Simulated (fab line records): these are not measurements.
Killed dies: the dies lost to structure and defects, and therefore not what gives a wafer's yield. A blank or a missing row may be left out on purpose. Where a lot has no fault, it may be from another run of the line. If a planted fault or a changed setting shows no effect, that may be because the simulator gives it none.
Lot-split experiment + flow n5_finfet + on a route of 1938 steps: 7 lots, 21 wafers read

== ON THE SPLIT ==
At N5_SD_EPI_P_PEB_07 (peb time 60 s), the setting peb_time_s was moved away from the recipe's 60 s on 7 of the 21 wafers read, by -14.6% to +18.2%. This setting was run at the recipe's value on the other wafers.

== FROM THE SPLIT TO THE READING: what the file shows between them, 1 step ==
- N5_SD_EPI_P_DEVELOP_08: develop time 30 s

== THE READING ==
cd_nm at N5_SD_EPI_P_CD_MEAS_09, given in nm (cd target 240 nm). A value of 239.8 nm with a standard deviation of 0.93 nm is what fault-free wafers of this fab line usually give.

| wafer  | tool, chamber at the split | peb_time_s as run, s | against the recipe | cd_nm, nm | against lot-mates on the recipe |
|--------|----------------------------|----------------------|--------------------|-----------|---------------------------------|
| L076.3 | litho_track-03, 0          | 70.94                | +18.2%             | 245.3     | no lot-mate on the recipe       |
| L076.4 | litho_track-03, 0          | 70.94                | +18.2%             | 244.4     | no lot-mate on the recipe       |
| L076.6 | litho_track-03, 0          | 70.94                | +18.2%             | 245.4     | no lot-mate on the recipe       |
| L079.1 | litho_track-02, 0          | 60                   | recipe             | 238.3     | -                               |
| L079.4 | litho_track-02, 0          | 60                   | recipe             | 238.8     | -                               |
| L079.6 | litho_track-02, 0          | 60                   | recipe             | 237.4     | -                               |
| L086.1 | litho_track-03, 0          | 51.24                | -14.6%             | 233.8     | -6.5                            |
| L086.2 | litho_track-03, 0          | 60                   | recipe             | 240.3     | -                               |
| L086.3 | litho_track-03, 0          | 51.24                | -14.6%             | 234.7     | -5.6                            |
| L091.1 | litho_track-02, 0          | 60                   | recipe             | 241.0     | -                               |
| L091.2 | litho_track-02, 0          | 67.41                | +12.3%             | 245.1     | +4.2                            |
| L091.4 | litho_track-02, 0          | 60                   | recipe             | 240.9     | -                               |
| L092.2 | litho_track-02, 0          | 60                   | recipe             | 240.3     | -                               |
| L092.4 | litho_track-02, 0          | 60                   | recipe             | 240.4     | -                               |
| L092.6 | litho_track-02, 0          | 60                   | recipe             | 240.5     | -                               |
| L094.1 | litho_track-05, 0          | 60                   | recipe             | 239.3     | -                               |
| L094.2 | litho_track-05, 0          | 60                   | recipe             | 240.1     | -                               |
| L094.6 | litho_track-05, 0          | 60                   | recipe             | 240.1     | -                               |
| L096.1 | litho_track-03, 0          | 60                   | recipe             | 238.6     | -                               |
| L096.2 | litho_track-03, 0          | 60                   | recipe             | 240.6     | -                               |
| L096.6 | litho_track-03, 0          | 53.63                | -10.6%             | 237.3     | -2.3                            |

FIT RESULTS
A straight line over all 21 wafers: cd_nm changes by +0.321 nm for each +1% of peb_time_s; r = +0.94; the points scatter about the line by 1.1 nm.
The same after taking each lot's own level away (the mean of its wafers on the recipe; 18 wafers): +0.364 nm for each +1%; r = +0.96; scatter 0.69 nm.
The reading moves by 6.6 nm for the largest change in peb_time_s, on that fit.
The lots' own levels span 238.17 to 240.95 nm, that is 3.0 times the standard deviation above.
Thus the slope moves with the lot-to-lot level: the two fits are different.
Check: with one of the wafers moved furthest among these (-14.6%) left out of the fit, the line predicts -4.79 nm for it against its lot-mates. It came out at -6.5 nm against them.

== THE WHOLE CHAIN: every reading that the file lists as answering this split, in the file's order ==
| step                   | what it does                                           | reading                                                         | change (the file's fit)               | r (the file's) |
|------------------------|--------------------------------------------------------|-----------------------------------------------------------------|---------------------------------------|----------------|
| N5_SD_EPI_P_CD_MEAS_09 | target cd 240 nm                                       | cd_nm                                                           | +0.342 nm for each +1% of the setting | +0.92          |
| N5_SD_EPI_P_DESCUM_14  | chemistry O2, time 7.9 s                               | SD_EPI_P.cd_nm (the simulator's own value, which no gauge read) | +0.333 nm for each +1% of the setting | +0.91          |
| N5_SD_EPI_P_ETCH_36    | etches SiARC in CF4, target depth 45.5 nm, time 75.8 s | SD_EPI_P.cd_nm (the simulator's own value, which no gauge read) | +0.343 nm for each +1% of the setting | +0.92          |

== THE FILE'S OWN FIT ==
cd_nm changes by +0.342 nm for each +1% of peb_time_s, r = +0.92.
